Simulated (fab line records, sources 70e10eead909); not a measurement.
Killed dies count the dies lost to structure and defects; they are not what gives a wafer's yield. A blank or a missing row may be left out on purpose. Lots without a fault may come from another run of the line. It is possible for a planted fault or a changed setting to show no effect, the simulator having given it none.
fab line records	flow nand_harc
[record] lots = 6	wafers = 18	last_day = 24
route steps=1159 shown A_CONTACT@895 END@1159
lots that met no fault: taken from a fault-free run of the same line
start_h: the number of hours between the record's first day and the start of the first shown wafer of the lot	wait_h: hours elapsed since this lot's preceding step	" repeats the value in the row above	L1.1+2: several wafers, shown together as one row	- no value, or no start given	* or withheld: withheld	< > ~ a bound
route shown NAME@n: names a module that has steps shown in the file, with the first one's number in the route	usual: mean and standard deviation over wafers with no fault	same: alike in all rows	chamber/n: place in a boat	sites: readings site by site	_std_site: standard deviation across them	_edge_site: inner sites' mean taken away from outer sites' mean	radius_mm: how far each site lies from the wafer's centre	mask NAME#n: copy n	behind: tool/chamber where the wafer was last shaped	hold: what put the lot on hold/how long, in hours/how the hold closed	device: names the non-switching transistor (n, p or np)	end of line: the tests these same wafers got at the end of their route	step lacking rows: just its recipe	killed: count of dies lost to structure and defects at first sort (not the wafer's yield)	map: per-die view of a wafer (x killed, . not killed, _ where there is no die)
set.NAME: the setting as run; set.NAME@STEP: as run at that earlier step	model.NAME: the simulator's own value behind a step, which no gauge read
lots at some steps of the route; a table a step, a row a wafer
services: when a tool's chamber went out of use (start_h, in hours from the record's first day, below 0 if earlier), for how many hours, and the reason
[[steps]]
[step NHARC_A_CONTACT_DEVELOP_68]
[recipe] develop_time_s = 35	dev_temp_c = 23
[step NHARC_A_CONTACT_CD_MEAS_69]
[recipe] target_cd_nm = 200	landing_energy_ev = 500
[usual] cd_nm = 200.2/0.4
lot.wafer	tool	chamber	start_h	wait_h	cd_nm
L609.4	cd_sem-01	0	386.60	-	200.1
L609.5	"	0	"	"	199.8
L609.6	"	0	"	"	199.9
L608.3	cd_sem-03	0	387.23	-	200.5
L608.4	"	0	"	"	200.1
L608.5	"	0	"	"	199.8
L616.1	cd_sem-03	0	440.45	-	199.8
L616.3	"	0	"	"	200.5
L616.4	"	0	"	"	200.1
L618.1	cd_sem-02	0	479.22	-	199.7
L618.2	"	0	"	"	200.1
L618.6	"	0	"	"	199.8
L624.1	cd_sem-03	0	492.12	-	200.2
L624.4	"	0	"	"	199.7
L624.5	"	0	"	"	199.6
L626.1	cd_sem-01	0	511.08	-	199.9
L626.2	"	0	"	"	200.6
L626.5	"	0	"	"	200.4
[step NHARC_A_CONTACT_OVL_MEAS_70]
[usual] overlay_x_nm = -0.1/0.62	overlay_y_nm = 0.0/0.74
lot.wafer	tool	chamber	start_h	wait_h	overlay_x_nm	overlay_y_nm
L609.4	overlay-01	-	386.68	-	-0.2	0.7
L609.5	"	-	"	"	-0.5	1.3
L609.6	"	-	"	"	-0.3	1.3
L608.3	overlay-01	-	387.31	-	1.0	-0.7
L608.4	"	-	"	"	0.9	-1.0
L608.5	"	-	"	"	0.4	-1.1
L616.1	overlay-02	-	440.53	-	-1.9	-0.1
L616.3	"	-	"	"	-2.8	-0.4
L616.4	"	-	"	"	-1.4	-0.8
L618.1	overlay-02	-	479.31	-	0.0	0.3
L618.2	"	-	"	"	0.1	0.0
L618.6	"	-	"	"	0.3	-0.2
L624.1	overlay-02	-	492.21	-	-0.1	-0.1
L624.4	"	-	"	"	0.3	-0.2
L624.5	"	-	"	"	0.3	-0.3
L626.1	overlay-02	-	511.17	-	-0.1	-0.5
L626.2	"	-	"	"	-0.7	-0.4
L626.5	"	-	"	"	-1.4	-0.7
[step NHARC_A_CONTACT_INSPECT_71]
[usual] raw_defect_count = 30/14
lot.wafer	tool	chamber	start_h	wait_h	raw_defect_count
L609.4	defect_inspect-02	-	386.72	0.0	7
L609.5	"	-	"	"	13
L609.6	"	-	"	"	16
L608.3	defect_inspect-01	-	387.35	0.0	41
L608.4	"	-	"	"	35
L608.5	"	-	"	"	29
L616.1	defect_inspect-01	-	440.57	0.0	11
L616.3	"	-	"	"	10
L616.4	"	-	"	"	18
L618.1	defect_inspect-01	-	479.35	0.0	34
L618.2	"	-	"	"	42
L618.6	"	-	"	"	31
L624.1	defect_inspect-02	-	492.25	0.0	42
L624.4	"	-	"	"	39
L624.5	"	-	"	"	42
L626.1	defect_inspect-02	-	511.20	0.0	36
L626.2	"	-	"	"	52
L626.5	"	-	"	"	36
[step NHARC_A_CONTACT_DESCUM_74]
[recipe] time_s = 3	o2_flow_sccm = 200	ar_flow_sccm = 0	bias_power_w = 0	chemistry = O2
[step NHARC_A_CONTACT_ETCH_75]
[recipe] target_depth_a = 390	over_etch_frac = 0.3	time_s = 65	ion_energy_ev = 80	cf4_flow_sccm = 150	ar_flow_sccm = 0	rf_w = 300	bias_w = 100	chemistry = CF4
[usual] bias_w = 99.99/0.3	cf4_flow_sccm = 150.0/0.45	drypump_motor_current_A = 5.8/0.54	oes_product_au = 0.999/0.0081	rf_vpp_V = 151.4/1.3	showerhead_plenum_p_Torr = 1.79/0.073	throttle_valve_pct = 13.282/0.0081
lot.wafer	tool	chamber	start_h	wait_h	bias_w	cf4_flow_sccm	drypump_motor_current_A	oes_product_au	rf_hours_counter_h	rf_vpp_V	showerhead_plenum_p_Torr	throttle_valve_pct
L609.4	rie_diel-05	2	386.88	0.1	99.80	150.2	5.6	1.011	13	151.7	1.77	13.278
L609.6	"	0	"	"	99.98	150.0	6.1	1.002	-	152.0	1.87	13.285
L609.5	"	1	"	"	100.74	150.0	5.9	1.002	-	151.3	1.85	13.285
L608.4	rie_diel-06	3	387.50	0.1	100.01	149.4	6.7	0.992	29	153.5	1.85	13.298
L608.3	"	1	"	"	100.58	149.9	5.4	0.999	27	148.0	1.65	13.280
L608.5	"	3	"	"	100.25	150.1	6.6	0.989	-	151.6	1.85	13.280
L616.3	rie_diel-05	0	440.72	0.1	99.77	150.2	6.1	0.997	36	152.5	1.86	13.285
L616.1	"	2	"	"	99.39	149.7	5.6	0.997	35	151.9	1.76	13.290
L616.4	"	3	"	"	100.07	149.8	6.2	0.979	36	152.1	1.77	13.286
L618.1	rie_diel-13	3	479.56	0.1	100.14	150.0	6.3	0.991	7	152.2	1.81	13.284
L618.2	"	0	"	"	99.96	150.3	5.9	0.995	6	152.6	1.89	13.276
L618.6	"	1	"	"	99.89	149.8	6.2	0.991	-	151.6	1.71	13.273
L624.1	rie_diel-13	3	492.39	0.1	99.73	150.3	6.4	0.995	11	152.5	1.81	13.284
L624.4	"	0	"	"	100.25	150.1	5.8	0.991	9	152.2	1.89	13.277
L624.5	"	3	"	"	100.00	150.0	6.3	0.996	-	152.2	1.81	13.273
L626.1	rie_diel-06	1	511.35	0.1	99.97	150.8	5.4	1.004	17	149.2	1.65	13.283
L626.2	"	3	"	"	100.18	149.6	6.6	1.004	16	152.0	1.84	13.287
L626.5	"	1	"	"	100.13	149.9	5.4	1.002	-	149.0	1.65	13.271
[step NHARC_A_CONTACT_ETCH_76]
[recipe] target_depth_a = 2600	over_etch_frac = 0.3	time_s = 475.3	ion_energy_ev = 200	n2_flow_sccm = 150	h2_flow_sccm = 150	ar_flow_sccm = 0	rf_w = 400	bias_w = 150	chemistry = N2/H2
[usual] bias_w = 150.0/0.44	chamber_pressure_mTorr = 29.997/0.029	drypump_motor_current_A = 5.8/0.53	oes_product_au = 0.999/0.0079	rf_vpp_V = 431.0/2.7	showerhead_plenum_p_Torr = 2.06/0.093	throttle_valve_pct = 14.170/0.0094
lot.wafer	tool	chamber	start_h	wait_h	bias_w	chamber_pressure_mTorr	drypump_motor_current_A	oes_product_au	rf_hours_counter_h	rf_vpp_V	showerhead_plenum_p_Torr	throttle_valve_pct
L609.4	rie_diel-05	0	-	-	150.3	29.967	6.1	0.998	16	434.8	2.17	14.169
L609.5	"	2	"	"	150.2	29.986	5.7	1.015	-	430.3	2.04	14.197
L609.6	"	3	"	"	150.3	29.984	6.2	0.985	-	430.4	2.05	14.158
L608.4	rie_diel-06	0	-	-	150.2	29.997	5.3	1.005	26	428.1	2.01	14.166
L608.3	"	2	"	"	150.6	30.033	5.0	1.008	28	434.6	2.14	14.168
L608.5	"	0	"	"	150.5	30.014	5.3	1.008	-	428.0	2.01	14.179
L616.1	rie_diel-05	3	-	-	149.9	30.005	6.2	0.987	36	430.8	2.04	14.161
L616.4	"	0	"	"	150.2	29.999	6.1	0.990	36	431.4	2.16	14.176
L616.3	"	1	"	"	150.3	30.014	5.9	0.993	36	433.3	2.13	14.166
L618.1	rie_diel-13	3	-	-	150.0	29.971	6.3	0.999	7	431.7	2.09	14.155
L618.2	"	2	"	"	149.2	30.000	5.8	0.993	8	431.1	2.04	14.177
L618.6	"	3	"	"	149.7	30.037	6.3	0.990	-	433.3	2.09	14.197
L624.1	rie_diel-13	3	-	-	150.5	30.006	6.3	0.984	11	431.5	2.09	14.187
L624.4	"	1	"	"	150.4	29.972	6.2	0.993	10	428.0	1.96	14.164
L624.5	"	0	"	"	150.4	29.986	5.9	0.983	-	434.0	2.19	14.174
L626.2	rie_diel-06	0	-	-	150.9	29.952	5.3	1.005	17	429.9	2.00	14.152
L626.1	"	1	"	"	150.4	30.001	5.4	1.001	18	425.8	1.88	14.169
L626.5	"	2	"	"	149.5	30.010	5.1	1.013	-	432.9	2.13	14.183
[step NHARC_A_CONTACT_ETCH_77]
[recipe] target_depth_a = 726	time_s = 36.3	cf4_flow_sccm = 100	chf3_flow_sccm = 30	ar_flow_sccm = 0	rf_w = 500	bias_w = 200	chemistry = CF4/CHF3
[usual] bias_w = 200.0/0.6	cf4_flow_sccm = 100.04/0.29	drypump_motor_current_A = 5.8/0.53	oes_product_au = 0.940/0.022	rf_vpp_V = 371.0/2.3	showerhead_plenum_p_Torr = 1.59/0.067	throttle_valve_pct = 16.802/0.01
lot.wafer	tool	chamber	start_h	wait_h	bias_w	cf4_flow_sccm	drypump_motor_current_A	oes_product_au	rf_hours_counter_h	rf_vpp_V	showerhead_plenum_p_Torr	throttle_valve_pct
L609.4	rie_diel-05	3	-	-	199.4	99.98	6.2	0.939	15	369.7	1.58	16.807
L609.6	"	1	"	"	200.2	100.12	5.8	0.986	-	373.2	1.65	16.817
L609.5	"	2	"	"	199.7	100.20	5.6	0.965	-	369.1	1.57	16.811
L608.4	rie_diel-06	1	-	-	199.7	99.99	5.4	0.926	28	367.7	1.47	16.815
L608.3	"	0	"	"	199.8	100.05	5.3	0.951	26	368.9	1.55	16.799
L608.5	"	1	"	"	200.8	99.71	5.4	0.932	-	365.8	1.47	16.788
L616.3	rie_diel-05	2	-	-	199.8	100.30	5.6	0.964	35	370.5	1.57	16.795
L616.4	"	3	"	"	200.3	99.63	6.2	0.966	36	371.0	1.58	16.819
L616.1	"	1	"	"	199.2	100.23	5.9	0.964	36	372.4	1.64	16.808
L618.1	rie_diel-13	2	-	-	200.0	100.10	5.8	0.929	8	369.9	1.57	16.792
L618.2	"	3	"	"	199.6	100.55	6.3	0.916	8	371.9	1.61	16.807
L618.6	"	0	"	"	199.3	100.27	5.9	0.917	-	374.7	1.68	16.804
L624.4	rie_diel-13	3	-	-	199.4	100.07	6.3	0.930	11	372.4	1.61	16.784
L624.1	"	2	"	"	199.4	99.97	5.8	0.914	11	369.8	1.57	16.798
L624.5	"	0	"	"	199.9	100.31	5.9	0.920	-	372.5	1.68	16.786
L626.1	rie_diel-06	0	-	-	198.7	100.31	5.3	0.979	17	369.9	1.55	16.790
L626.2	"	3	"	"	200.1	100.12	6.6	0.985	16	372.0	1.64	16.793
L626.5	"	1	"	"	199.7	99.90	5.4	0.974	-	367.3	1.46	16.800
[step NHARC_A_CONTACT_ETCH_78]
[recipe] target_depth_a = 28000	over_etch_frac = 0.3	time_s = 728	ion_energy_ev = 150	o2_flow_sccm = 400	cos_flow_sccm = 20	ar_flow_sccm = 0	rf_w = 500	bias_w = 300	chemistry = O2/COS
[step NHARC_A_CONTACT_ETCH_124]
[recipe] source_w = withheld	pressure_mtorr = 20	bias_v = withheld	time_s = 140	target_depth_a = 7000	ar_flow_sccm = withheld	c4f8_flow_sccm = withheld	o2_flow_sccm = withheld	chemistry = C4F8/O2/Ar
[usual] chamber_pressure_mTorr = 19.999/0.019	oes_air_line_au = 1.001/0.021
lot.wafer	tool	chamber	start_h	wait_h	chamber_pressure_mTorr	oes_air_line_au	rf_hours_counter_h
L609.4	har_cap_etch-03	1	388.00	-	19.963	1.016	-
L609.6	"	0	"	"	19.983	1.014	-
L609.5	"	1	"	"	20.019	1.007	-
L608.4	har_cap_etch-01	1	388.62	-	20.016	1.001	-
L608.3	"	0	"	"	19.979	0.989	-
L608.5	"	0	"	"	20.041	1.010	-
L616.1	har_cap_etch-03	1	441.77	-	19.987	0.991	93
L616.3	"	1	"	"	19.951	0.974	-
L616.4	"	0	"	"	19.991	0.999	-
L618.2	har_cap_etch-02	1	480.59	-	20.008	0.973	27
L618.1	"	0	"	"	19.990	1.015	27
L618.6	"	1	"	"	19.959	0.975	-
L624.1	har_cap_etch-01	1	493.43	-	20.011	1.013	78
L624.4	"	0	"	"	19.994	1.028	-
L624.5	"	0	"	"	20.009	0.991	-
L626.1	har_cap_etch-02	1	512.39	-	19.971	1.007	33
L626.2	"	0	"	"	19.997	0.996	33
L626.5	"	0	"	"	20.013	1.001	-
[step NHARC_A_CONTACT_ETCH_125]
[recipe] source_w = withheld	pressure_mtorr = 20	bias_v = 1200	time_s = 155	target_depth_a = 9560	ar_flow_sccm = withheld	c4f8_flow_sccm = withheld	o2_flow_sccm = withheld	chemistry = C4F8/O2/Ar
[step NHARC_A_CONTACT_ETCH_126]
[recipe] source_w = withheld	pressure_mtorr = 20	bias_v = 1200	time_s = 155	target_depth_a = 9560	ar_flow_sccm = withheld	c4f8_flow_sccm = withheld	o2_flow_sccm = withheld	chemistry = C4F8/O2/Ar
[usual] chamber_pressure_mTorr = 20.000/0.02	oes_air_line_au = 0.998/0.021
lot.wafer	tool	chamber	start_h	wait_h	chamber_pressure_mTorr	oes_air_line_au	rf_hours_counter_h
L609.4	har_cap_etch-03	1	388.31	0.1	19.994	0.999	-
L609.6	"	0	"	"	19.996	1.034	-
L609.5	"	1	"	"	20.014	1.032	-
L608.4	har_cap_etch-01	1	388.94	0.1	20.001	1.008	-
L608.3	"	0	"	"	20.005	0.990	-
L608.5	"	0	"	"	20.020	0.973	-
L616.1	har_cap_etch-03	1	442.11	0.1	19.984	0.983	94
L616.3	"	1	"	"	20.028	1.018	-
L616.4	"	0	"	"	20.010	1.012	-
L618.2	har_cap_etch-02	1	480.93	0.1	20.005	1.010	27
L618.1	"	0	"	"	19.988	1.013	27
L618.6	"	1	"	"	20.025	1.016	-
L624.1	har_cap_etch-01	1	493.78	0.1	19.998	0.997	78
L624.4	"	0	"	"	20.006	0.979	-
L624.5	"	0	"	"	20.006	1.017	-
L626.1	har_cap_etch-02	1	512.73	0.1	20.017	0.986	34
L626.2	"	0	"	"	20.013	0.995	34
L626.5	"	0	"	"	20.014	1.011	-
[step NHARC_A_CONTACT_ETCH_127]
[recipe] source_w = withheld	pressure_mtorr = 20	bias_v = 1200	time_s = 155	target_depth_a = 9560	ar_flow_sccm = withheld	c4f8_flow_sccm = withheld	o2_flow_sccm = withheld	chemistry = C4F8/O2/Ar
[usual] chamber_pressure_mTorr = 20.002/0.019	oes_air_line_au = 1.002/0.018
lot.wafer	tool	chamber	start_h	wait_h	chamber_pressure_mTorr	oes_air_line_au	rf_hours_counter_h
L609.4	har_cap_etch-03	1	388.45	0.1	-	-	-
L609.6	"	0	"	"	-	-	-
L609.5	"	1	"	"	-	-	-
L608.4	har_cap_etch-01	1	389.08	0.1	-	-	-
L608.3	"	0	"	"	-	-	-
L608.5	"	0	"	"	-	-	-
L616.1	har_cap_etch-03	1	442.25	0.1	20.001	0.995	94
L616.3	"	1	"	"	19.969	0.993	-
L616.4	"	0	"	"	20.014	1.012	-
L618.2	har_cap_etch-02	1	481.07	0.1	19.990	0.996	27
L618.1	"	0	"	"	20.034	0.997	27
L618.6	"	1	"	"	19.995	0.992	-
L624.1	har_cap_etch-01	1	493.92	0.1	20.006	0.991	78
L624.4	"	0	"	"	20.030	0.966	-
L624.5	"	0	"	"	20.011	0.972	-
L626.1	har_cap_etch-02	1	512.87	0.1	20.013	1.015	34
L626.2	"	0	"	"	19.977	0.998	34
L626.5	"	0	"	"	19.997	0.977	-
[step NHARC_A_CONTACT_ETCH_128]
[recipe] source_w = withheld	pressure_mtorr = 20	bias_v = 1200	time_s = 155	target_depth_a = 9560	ar_flow_sccm = withheld	c4f8_flow_sccm = withheld	o2_flow_sccm = withheld	chemistry = C4F8/O2/Ar
[step NHARC_END_SORT_01]
[recipe] temp_c = 25
[usual] killed_at_array = 31/12	killed_at_other = 0.6/0.85	killed_at_periphery = 3.0/2.3	killed_dies = 35/12	killed_open = 3.2/1.9	killed_short = 1.8/1.4
[same] gross_dies = 677
lot.wafer	tool	chamber	start_h	wait_h	killed_at_array	killed_at_other	killed_at_periphery	killed_dies	killed_open	killed_short
L609.4	prober-01	0	448.00	3.4	674	1	2	677	5	2
L609.5	prober-01	0	448.80	3.7	672	1	4	677	4	1
L609.6	prober-01	0	449.60	4.0	675	0	2	677	3	1
L608.3	prober-02	0	455.03	3.1	673	2	2	677	2	3
L608.4	prober-02	0	455.85	3.5	671	0	6	677	4	5
L608.5	prober-02	0	456.67	3.8	675	0	2	677	8	0
L618.2	prober-01	0	542.43	2.8	40	1	3	44	1	5
L618.6	prober-01	0	545.63	4.0	30	0	5	35	4	2
// killed by level:class
L609.4 A_CONTACT:area_etch=661 A_CONTACT:chamber_film_flake=3 A_CONTACT:geometric_particle:short=2 A_CHANNEL_HOLE_D1:chamber_film_flake=2 P_M0:geometric_particle:open=1 A_CONTACT:geometric_particle:open=1 A_BLC:geometric_particle:open=1 A_M0:geometric_particle:open=1
L609.5 A_CONTACT:area_etch=660 A_CHANNEL_HOLE_D1:chamber_film_flake=6 P_M1:chamber_film_flake=3 A_M0:geometric_particle:open=2 P_M1:geometric_particle:open=1 A_ONON_D1:geometric_particle:open=1 STARTING-WAFER:geometric_particle:short=1 A_ZERO_WELL:chamber_film_flake=1
L609.6 A_CONTACT:area_etch=660 A_CONTACT:chamber_film_flake=4 A_CHANNEL_HOLE_D1:chamber_film_flake=3 A_STAIRCASE:chamber_film_flake=3 P_M1:geometric_particle:open=1 A_SOURCE_PLATE:geometric_particle:short=1 A_CHANNEL_FILL_D1:geometric_particle:open=1 A_SGD_CUT:geometric_particle:open=1
L608.3 A_CONTACT:area_etch=635 A_CHANNEL_HOLE_D1:chamber_film_flake=17 A_SLIT:chamber_film_flake=10 A_STAIRCASE:chamber_film_flake=4 A_CONTACT:chamber_film_flake=3 STARTING-WAFER:geometric_particle:short=2 A_CHANNEL_FILL_D1:chamber_film_flake=2 P_CONTACT:geometric_particle:open=1
L608.4 A_CONTACT:area_etch=634 A_SLIT:chamber_film_flake=16 A_CHANNEL_HOLE_D1:chamber_film_flake=11 A_STAIRCASE:chamber_film_flake=3 P_CONTACT:geometric_particle:open=2 A_SOURCE_PLATE:geometric_particle:short=2 P_ZERO_WELL:chamber_film_flake=2 A_CONTACT:chamber_film_flake=2
L608.5 A_CONTACT:area_etch=641 A_CHANNEL_HOLE_D1:chamber_film_flake=12 A_SLIT:chamber_film_flake=10 A_CONTACT:chamber_film_flake=5 A_ONON_D1:geometric_particle:open=4 P_GATE:geometric_particle:open=2 A_M0:geometric_particle:open=1 A_M1:geometric_particle:open=1
L618.2 A_CHANNEL_HOLE_D1:chamber_film_flake=29 A_STAIRCASE:chamber_film_flake=5 P_CONTACT:geometric_particle:short=2 A_CONTACT:chamber_film_flake=2 A_CHANNEL_FILL_D1:geometric_particle:short=1 A_SGD_CUT:geometric_particle:short=1 A_CONTACT:geometric_particle:open=1 P_GATE:chamber_film_flake=1
L618.6 A_CHANNEL_HOLE_D1:chamber_film_flake=18 A_CONTACT:chamber_film_flake=4 A_CONTACT:geometric_particle:open=2 P_STI:chamber_film_flake=2 A_WL_FILL:chamber_film_flake=2 P_CONTACT:geometric_particle:short=1 P_M2:geometric_particle:open=1 A_CHANNEL_FILL_D1:geometric_particle:open=1
// map L608.3 (x killed, . not)
____________x____________
_________xxxxxxx_________
_______xxxxxxxxxxx_______
______xxxxxxxxxxxxx______
_____xxxxxxxxxxxxxxx_____
____xxxxxxxxxxxxxxxxx____
____xxxxxxxxxxxxxxxxx____
___xxxxxxxxxxxxxxxxxxx___
___xxxxxxxxxxxxxxxxxxx___
__xxxxxxxxxxxxxxxxxxxxx__
__xxxxxxxxxxxxxxxxxxxxx__
_xxxxxxxxxxxxxxxxxxxxxxx_
_xxxxxxxxxxxxxxxxxxxxxxx_
_xxxxxxxxxxxxxxxxxxxxxxx_
_xxxxxxxxxxxxxxxxxxxxxxx_
_xxxxxxxxxxxxxxxxxxxxxxx_
xxxxxxxxxxxxxxxxxxxxxxxxx
xxxxxxxxxxxxxxxxxxxxxxxxx
xxxxxxxxxxxxxxxxxxxxxxxxx
xxxxxxxxxxxxxxxxxxxxxxxxx
xxxxxxxxxxxxxxxxxxxxxxxxx
_xxxxxxxxxxxxxxxxxxxxxxx_
_xxxxxxxxxxxxxxxxxxxxxxx_
_xxxxxxxxxxxxxxxxxxxxxxx_
_xxxxxxxxxxxxxxxxxxxxxxx_
_xxxxxxxxxxxxxxxxxxxxxxx_
__xxxxxxxxxxxxxxxxxxxxx__
__xxxxxxxxxxxxxxxxxxxxx__
___xxxxxxxxxxxxxxxxxxx___
___xxxxxxxxxxxxxxxxxxx___
____xxxxxxxxxxxxxxxxx____
____xxxxxxxxxxxxxxxxx____
_____xxxxxxxxxxxxxxx_____
______xxxxxxxxxxxxx______
_______xxxxxxxxxxx_______
_________xxxxxxx_________
____________x____________
// map L609.4 (x killed, . not)
____________x____________
_________xxxxxxx_________
_______xxxxxxxxxxx_______
______xxxxxxxxxxxxx______
_____xxxxxxxxxxxxxxx_____
____xxxxxxxxxxxxxxxxx____
____xxxxxxxxxxxxxxxxx____
___xxxxxxxxxxxxxxxxxxx___
___xxxxxxxxxxxxxxxxxxx___
__xxxxxxxxxxxxxxxxxxxxx__
__xxxxxxxxxxxxxxxxxxxxx__
_xxxxxxxxxxxxxxxxxxxxxxx_
_xxxxxxxxxxxxxxxxxxxxxxx_
_xxxxxxxxxxxxxxxxxxxxxxx_
_xxxxxxxxxxxxxxxxxxxxxxx_
_xxxxxxxxxxxxxxxxxxxxxxx_
xxxxxxxxxxxxxxxxxxxxxxxxx
xxxxxxxxxxxxxxxxxxxxxxxxx
xxxxxxxxxxxxxxxxxxxxxxxxx
xxxxxxxxxxxxxxxxxxxxxxxxx
xxxxxxxxxxxxxxxxxxxxxxxxx
_xxxxxxxxxxxxxxxxxxxxxxx_
_xxxxxxxxxxxxxxxxxxxxxxx_
_xxxxxxxxxxxxxxxxxxxxxxx_
_xxxxxxxxxxxxxxxxxxxxxxx_
_xxxxxxxxxxxxxxxxxxxxxxx_
__xxxxxxxxxxxxxxxxxxxxx__
__xxxxxxxxxxxxxxxxxxxxx__
___xxxxxxxxxxxxxxxxxxx___
___xxxxxxxxxxxxxxxxxxx___
____xxxxxxxxxxxxxxxxx____
____xxxxxxxxxxxxxxxxx____
_____xxxxxxxxxxxxxxx_____
______xxxxxxxxxxxxx______
_______xxxxxxxxxxx_______
_________xxxxxxx_________
____________x____________
[[services]]
tool	chamber	start_h	hours	kind
rie_diel-06	0	372.72	-	clean
rie_diel-06	1	372.72	-	clean
rie_diel-06	2	372.72	-	clean
rie_diel-06	3	372.72	-	clean
rie_diel-05	2	373.55	2.0	repair
rie_diel-05	0	375.12	-	clean
rie_diel-05	1	375.12	-	clean
rie_diel-05	3	375.12	-	clean
rie_diel-13	0	383.20	-	clean
rie_diel-13	1	383.20	-	clean
rie_diel-13	2	383.20	-	clean
rie_diel-13	3	383.20	-	clean
rie_diel-06	0	397.37	-	clean
rie_diel-06	1	397.37	-	clean
rie_diel-06	2	397.37	-	clean
rie_diel-06	3	397.37	-	clean
rie_diel-05	0	399.62	-	clean
rie_diel-05	1	399.62	-	clean
rie_diel-05	2	399.62	-	clean
rie_diel-05	3	399.62	-	clean
rie_diel-06	-	418.20	9.0	pm
rie_diel-13	-	453.14	9.0	pm
rie_diel-06	3	475.93	7.0	repair
rie_diel-05	2	479.22	14.6	repair
[[key]]
[first_sign] step = NHARC_A_CONTACT_ETCH_127	reading = tool_record	direction = missing
[effect] step = NHARC_END_SORT_01	reading = killed_dies	direction = up	sigmas = 56	usual = 35	struck = 677
[more_kills_born_at] NHARC_A_CONTACT_ETCH_127@har_cap_etch-03 = 1981	NHARC_A_CONTACT_ETCH_127@har_cap_etch-01 = 1910
met_at NHARC_A_CONTACT_ETCH_127
struck_wafers L608.3,L608.4,L608.5,L609.4,L609.5,L609.6
later_rows_left_out L608.3,L608.4,L608.5,L609.4,L609.5,L609.6
tester_left_out L608,L609
[fault] kind = skipped_step_whole	tool = har_cap_etch-01,har_cap_etch-03	chamber = -	onset_h = 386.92	steps = NHARC_A_CONTACT_ETCH_127	scope = struck_lots_only
// tester_left_out: of these lots the tester's yield and bins aren't shown, on N5 and GAA mostly nor the transistor test; their killed dies are dies lost to structure and defects alone, not to doping, threshold or leakage, so they don't give the yield
// later_rows_left_out: the simulator's readings of these wafers behind a module that went badly wrong aren't trusted and aren't shown, but for the sort
